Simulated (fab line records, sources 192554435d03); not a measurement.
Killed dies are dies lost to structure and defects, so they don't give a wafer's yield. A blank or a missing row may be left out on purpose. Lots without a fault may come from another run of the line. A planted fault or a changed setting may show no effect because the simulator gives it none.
fab line records | flow n5_finfet
record lots=7 wafers=39
route steps=1938 shown BEOL_M14@1716 BEOL_M15@1808
start_h: hours from the record's first day to the start of the lot's first wafer shown | wait_h: hours since the lot's step before | " the same as in the row above | L1.1+2: a row that stands for several wafers | - no value, or no start given | * or withheld: withheld | < > ~ a bound
route shown NAME@n: a module of which the file shows steps, and the number in the route of the first | usual: mean/standard deviation of fault-free wafers | same: alike in all rows | chamber/n: place in a boat | sites: the reading at each site | _std_site: their standard deviation | _edge_site: outer sites' mean less inner sites' | radius_mm: how far each site lies from the wafer's centre | mask NAME#n: copy n | behind: the tool/chamber that last shaped the wafer | hold: why the lot was held/for how many hours/how that ended | device: the transistor (n, p or np) that didn't switch | end of line: the same wafers' tests at the end of the route | a step without rows: its recipe alone | killed: dies lost to structure and defects at the first sort, not the wafer's yield | map: a wafer's dies, x killed, . not, _ none there
set.NAME: the setting as run; set.NAME@STEP: as run at that earlier step | model.NAME: the simulator's own value behind a step, which no gauge read
lots whose settings were changed on purpose; a table a step, a row a wafer
## steps
# step N5_BEOL_M14_ILD_DEP_00
# recipe material=SiO2 target_thk_a=11193 temp_c=400 precursor=TEOS/O2 pressure_torr=6.5 rf_w=900 teos_flow_sccm=161.4 gas=O2 flow_sccm=2650 time_s=237.4
# columns lot.wafer tool chamber start_h wait_h set.target_thk_a model.SiO2_of_BEOL_M14_ILD_DEP_00.thk_nm
L081.1 pecvd-02 0 290.41 0.0 11193 1075
L081.2 " 2 " " 11193 1109
L081.3 " 1 " " 6454 644.6
L081.4 " 2 " " 6454 639.4
L081.5 " 1 " " 11193 1133
L081.6 " 0 " " 6454 639.6
L086.1 pecvd-02 2 324.14 0.0 16780 1649
L086.2 " 0 " " 11193 1075
L086.3 " 1 " " 16780 1668
L086.4 " 1 " " 11193 1117
L086.5 " 2 " " 11193 1111
L086.6 " 0 " " 16780 1663
L090.1 pecvd-04 2 339.84 0.0 14990 1485
L090.2 " 0 " " 14990 1490
L090.3 " 1 " " 11193 1099
L090.4 " 2 " " 11193 1129
L090.5 " 0 " " 11193 1122
L090.6 " 1 " " 14990 1518
L089.1 pecvd-02 1 351.62 0.0 11193 1102
L089.3 " 2 " " 11193 1096
L089.4 " 1 " " 11193 1134
L094.1 pecvd-01 2 369.34 0.0 11193 1112
L094.2 " 0 " " 11193 1116
L094.3 " 1 " " 11193 1126
L094.4 " 0 " " 11193 1122
L094.5 " 2 " " 11193 1145
L094.6 " 1 " " 11193 1148
L095.1 pecvd-04 0 390.44 0.0 6076 604.4
L095.2 " 1 " " 6076 588
L095.3 " 2 " " 6076 606
L095.4 " 0 " " 11193 1140
L095.5 " 2 " " 11193 1128
L095.6 " 1 " " 11193 1118
L097.1 pecvd-01 2 403.76 0.0 11193 1096
L097.2 " 0 " " 11193 1103
L097.3 " 0 " " 11193 1115
L097.4 " 2 " " 11193 1123
L097.5 " 2 " " 11193 1129
L097.6 " 0 " " 11193 1138
# step N5_BEOL_M14_THK_MEAS_01
# recipe reads=SiO2_of_BEOL_M14_ILD_DEP_00
# usual M14_ILD_THK=1117/16
# columns lot.wafer tool chamber start_h wait_h set.target_thk_a@BEOL_M14_ILD_DEP_00 M14_ILD_THK[nm]
L081.1 film_metro-02 - 290.60 0.1 11193 1075
L081.2 " - " " 11193 1110
L081.3 " - " " 6454 645
L081.4 " - " " 6454 639
L081.5 " - " " 11193 1132
L081.6 " - " " 6454 639
L086.1 film_metro-02 - 324.33 0.1 16780 1650
L086.2 " - " " 11193 1075
L086.3 " - " " 16780 1668
L086.4 " - " " 11193 1118
L086.5 " - " " 11193 1111
L086.6 " - " " 16780 1664
L090.1 film_metro-01 - 340.03 0.1 14990 1487
L090.2 " - " " 14990 1491
L090.3 " - " " 11193 1099
L090.4 " - " " 11193 1129
L090.5 " - " " 11193 1122
L090.6 " - " " 14990 1518
L089.1 film_metro-02 - 351.81 0.1 11193 1102
L089.3 " - " " 11193 1097
L089.4 " - " " 11193 1133
L094.1 film_metro-02 - 369.53 0.1 11193 1113
L094.2 " - " " 11193 1115
L094.3 " - " " 11193 1127
L094.4 " - " " 11193 1122
L094.5 " - " " 11193 1144
L094.6 " - " " 11193 1148
L095.1 film_metro-01 - 390.63 0.1 6076 604
L095.2 " - " " 6076 588
L095.3 " - " " 6076 606
L095.4 " - " " 11193 1140
L095.5 " - " " 11193 1128
L095.6 " - " " 11193 1119
L097.1 film_metro-02 - 404.03 0.2 11193 1098
L097.2 " - " " 11193 1103
L097.3 " - " " 11193 1115
L097.4 " - " " 11193 1123
L097.5 " - " " 11193 1129
L097.6 " - " " 11193 1138
# step N5_BEOL_M14_COAT_58
# recipe resist=BARC temp_c=205 time_s=60 spin_rpm=1500 resist_thk_nm=89
# step N5_BEOL_M14_COAT_04
# recipe spin_rpm=1704 resist_thk_nm=800
# step N5_BEOL_M14_DESCUM_15
# recipe chemistry=O2 time_s=7.9 source_power_w=50 bias_power_w=20 pressure_mtorr=20 rf_frequency_hz=2.712e+07 temp_c=40 o2_flow_sccm=225
# step N5_BEOL_M14_ETCH_59
# recipe chemistry=N2/H2 target=BARC target_depth_a=890 overetch_a=267 time_s=67.9 ion_energy_ev=200 pressure_mtorr=30 source_w=840 bias_w=150 n2_flow_sccm=200 h2_flow_sccm=200
# step N5_BEOL_M14_VIA_ETCH_16
# recipe chemistry=C4F8/O2/Ar target=SiO2 he_inner_torr=15 he_outer_torr=30 target_depth_a=12313 time_s=withheld ion_energy_ev=800 pressure_mtorr=20 source_w=1905 bias_w=2040 Ar_flow_sccm=400 C4F8_flow_sccm=16 O2_flow_sccm=12 ends=cleared
# columns lot.wafer tool chamber start_h wait_h set.target_thk_a@BEOL_M14_ILD_DEP_00 model.etch.depth_nm model.coat_of_BEOL_M14_COAT_04.thk_nm
L081.1 rie_diel-04 0 291.21 0.0 11193 1075 462.6
L081.2 " 2 " " 11193 1109 461.4
L081.3 " 1 " " 6454 644.5 567.2
L081.4 " 3 " " 6454 639.4 569
L081.5 " 0 " " 11193 1133 447.6
L081.6 " 1 " " 6454 639.6 567.8
L086.1 rie_diel-03 2 324.94 0.0 16780 1649 329.8
L086.2 " 0 " " 11193 1075 459.6
L086.3 " 1 " " 16780 1668 323.8
L086.4 " 0 " " 11193 1117 453.8
L086.5 " 1 " " 11193 1111 455
L086.6 " 2 " " 16780 1663 327.8
L090.1 rie_diel-06 1 340.74 0.0 14990 1485 368.8
L090.2 " 3 " " 14990 1490 368
L090.3 " 2 " " 11193 1099 461.6
L090.4 " 1 " " 11193 1129 454.6
L090.5 " 2 " " 11193 1122 454.6
L090.6 " 3 " " 14990 1518 360.8
L089.1 rie_diel-03 2 352.30 0.0 11193 1102 459.2
L089.3 " 1 " " 11193 1096 455
L089.4 " 3 " " 11193 1134 447.8
L094.1 rie_diel-04 2 370.02 0.0 11193 1112 459.6
L094.2 " 0 " " 11193 1116 455.4
L094.3 " 3 " " 11193 1126 453.2
L094.4 " 1 " " 11193 1122 454
L094.5 " 2 " " 11193 1145 453.6
L094.6 " 3 " " 11193 1148 447
L095.1 rie_diel-06 0 391.18 0.0 6076 604.5 576.8
L095.2 " 3 " " 6076 588.1 581.2
L095.3 " 2 " " 6076 606 576.8
L095.4 " 1 " " 11193 1140 450.6
L095.5 " 3 " " 11193 1128 453.2
L095.6 " 0 " " 11193 1118 456.6
L097.1 rie_diel-06 0 404.64 0.0 11193 1096 453
L097.2 " 2 " " 11193 1103 454.6
L097.3 " 3 " " 11193 1115 451.4
L097.4 " 1 " " 11193 1123 451.6
L097.5 " 2 " " 11193 1129 450.4
L097.6 " 1 " " 11193 1138 446
# step N5_BEOL_M14_STRIP_63
# recipe chemistry=O2 power_w=600 temp_c=60 pressure_mtorr=30 rf_frequency_hz=6e+07 bias_power_w=0 overash_fraction=0.3 o2_flow_sccm=225
# step N5_BEOL_M14_STRIP_64
# recipe chemistry=O2 power_w=600 temp_c=60 pressure_mtorr=30 rf_frequency_hz=6e+07 bias_power_w=0 overash_fraction=0.3 o2_flow_sccm=225
# step N5_BEOL_M14_STRIP_71
# recipe chemistry=post_etch_residue_remover time_s=60 temp_c=25 remover_ph=withheld remover_water_wt_pct=withheld remover_fluoride_wt_pct=withheld
# step N5_BEOL_M14_SRD_72
# recipe time_s=30 temp_c=23 rinse_liquid=diw dry=n2_spin spin_rpm=1500 dry_time_s=30
# step N5_BEOL_M14_CD_MEAS_17
# recipe target_cd_nm=250 polarity=opening
# usual cd_nm=251.0/1.8
# columns lot.wafer tool chamber start_h wait_h set.target_thk_a@BEOL_M14_ILD_DEP_00 cd_nm
L081.1 cd_sem-03 - 291.55 0.0 11193 252.1
L081.2 " - " " 11193 254.2
L081.3 " - " " 6454 249.4
L081.4 " - " " 6454 246.9
L081.5 " - " " 11193 253.5
L081.6 " - " " 6454 249.9
L086.1 cd_sem-03 - 325.29 0.0 16780 254.7
L086.2 " - " " 11193 252.4
L086.3 " - " " 16780 254.3
L086.4 " - " " 11193 250.8
L086.5 " - " " 11193 249.7
L086.6 " - " " 16780 258.2
L090.1 cd_sem-03 - 341.09 0.0 14990 255.9
L090.2 " - " " 14990 255.8
L090.3 " - " " 11193 251.9
L090.4 " - " " 11193 252.4
L090.5 " - " " 11193 251.8
L090.6 " - " " 14990 255.1
L089.1 cd_sem-02 - 352.64 0.0 11193 251.3
L089.3 " - " " 11193 251.0
L089.4 " - " " 11193 251.8
L094.1 cd_sem-01 - 370.36 0.0 11193 250.5
L094.2 " - " " 11193 250.1
L094.3 " - " " 11193 250.1
L094.4 " - " " 11193 250.8
L094.5 " - " " 11193 251.7
L094.6 " - " " 11193 248.2
L095.1 cd_sem-02 - 391.53 0.0 6076 246.4
L095.2 " - " " 6076 246.3
L095.3 " - " " 6076 246.3
L095.4 " - " " 11193 253.2
L095.5 " - " " 11193 253.3
L095.6 " - " " 11193 250.9
L097.1 cd_sem-02 - 404.99 0.0 11193 252.2
L097.2 " - " " 11193 250.2
L097.3 " - " " 11193 252.4
L097.4 " - " " 11193 252.6
L097.5 " - " " 11193 251.8
L097.6 " - " " 11193 253.3
# step N5_BEOL_M15_ETCH_61
# recipe chemistry=N2/H2 target=BARC target_depth_a=890 overetch_a=267 time_s=67.9 ion_energy_ev=200 pressure_mtorr=30 source_w=840 bias_w=150 n2_flow_sccm=200 h2_flow_sccm=200
# columns lot.wafer tool chamber start_h wait_h set.time_s model.etch.depth_nm model.coat_of_BEOL_M15_COAT_22.thk_nm model.BEOL_M15.cd_nm
L081.1 rie_diel-01 1 300.62 0.0 67.9 88.86 717.4 402
L081.2 " 3 " " 67.9 89.12 719 401.4
L081.3 " 0 " " 45.85 78.02 736.6 398.2
L081.4 " 0 " " 45.85 77.87 738.6 398.6
L081.5 " 3 " " 45.85 77.28 739.4 396.8
L081.6 " 1 " " 67.9 88.93 716.2 402.6
L086.1 rie_diel-02 1 335.35 0.0 67.9 89.3 717.4 401.6
L086.2 " 2 " " 67.9 89.2 716.4 401
L086.3 " 0 " " 67.9 89.34 718.6 400
L086.4 " 3 " " 67.9 89.25 720.8 398.6
L086.5 " 1 " " 67.9 89.62 720 400.4
L086.6 " 2 " " 67.9 89.48 719.4 397.6
L090.1 rie_diel-05 3 349.94 0.0 35.25 61.12 752.2 396.6
L090.2 " 0 " " 67.9 89.13 717.2 401.6
L090.3 " 2 " " 67.9 89.22 719.6 402.8
L090.4 " 1 " " 35.25 59.55 750 394.8
L090.5 " 1 " " 35.25 59.95 751.2 396.6
L090.6 " 2 " " 67.9 89.48 721 402.6
L089.1 rie_diel-02 0 361.01 0.0 67.9 89.72 714 402.4
L089.3 " 3 " " 67.9 89.51 719.2 401
L089.4 " 2 " " 67.9 89.49 714.4 403.4
L094.1 rie_diel-02 0 378.18 0.0 80.58 88.82 708 404.4
L094.2 " 3 " " 80.58 88.98 706.6 405.2
L094.3 " 2 " " 80.58 88.58 704.8 406.6
L094.4 " 1 " " 67.9 88.86 718.6 400
L094.5 " 1 " " 67.9 88.93 718.8 402.4
L094.6 " 0 " " 67.9 89.35 717.4 400
L095.1 rie_diel-02 0 403.45 0.0 67.9 88.88 718.4 398.2
L095.2 " 1 " " 101.2 89 683.4 405.6
L095.3 " 2 " " 67.9 89.13 713.8 400.8
L095.4 " 2 " " 101.2 88.92 683.4 406.6
L095.5 " 0 " " 67.9 88.9 716.8 399.2
L095.6 " 1 " " 101.2 89.02 684 406
L097.1 rie_diel-05 0 412.49 0.0 67.9 89.02 714.6 400.8
L097.2 " 1 " " 67.9 88.86 716.8 398.2
L097.3 " 3 " " 67.9 88.96 717 400.2
L097.4 " 2 " " 67.9 88.64 717.8 399.8
L097.5 " 2 " " 67.9 89.03 715.8 397.8
L097.6 " 1 " " 67.9 89.13 715.8 399.2
## key
split step=N5_BEOL_M14_ILD_DEP_00 setting=target_thk_a stated=11193 by=wafer
response step=N5_BEOL_M14_ILD_DEP_00 reading=model.SiO2_of_BEOL_M14_ILD_DEP_00.thk_nm change=+11.3 per=1% r=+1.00
response step=N5_BEOL_M14_THK_MEAS_01 reading=M14_ILD_THK change=+11.3 per=1% r=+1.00
response step=N5_BEOL_M14_VIA_ETCH_16 reading=model.etch.depth_nm change=+11.3 per=1% r=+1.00
response step=N5_BEOL_M14_VIA_ETCH_16 reading=model.coat_of_BEOL_M14_COAT_04.thk_nm change=-2.65 per=1% r=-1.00
response step=N5_BEOL_M14_CD_MEAS_17 reading=cd_nm change=+0.111 per=1% r=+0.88
split step=N5_BEOL_M15_ETCH_61 setting=time_s stated=67.9 by=wafer
response step=N5_BEOL_M15_ETCH_61 reading=model.etch.depth_nm shape=bent at_lowest=60.21 at_stated=89.16 at_highest=88.98
response step=N5_BEOL_M15_ETCH_61 reading=model.coat_of_BEOL_M15_COAT_22.thk_nm change=-0.658 per=1% r=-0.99
response step=N5_BEOL_M15_ETCH_61 reading=model.BEOL_M15.cd_nm change=+0.139 per=1% r=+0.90
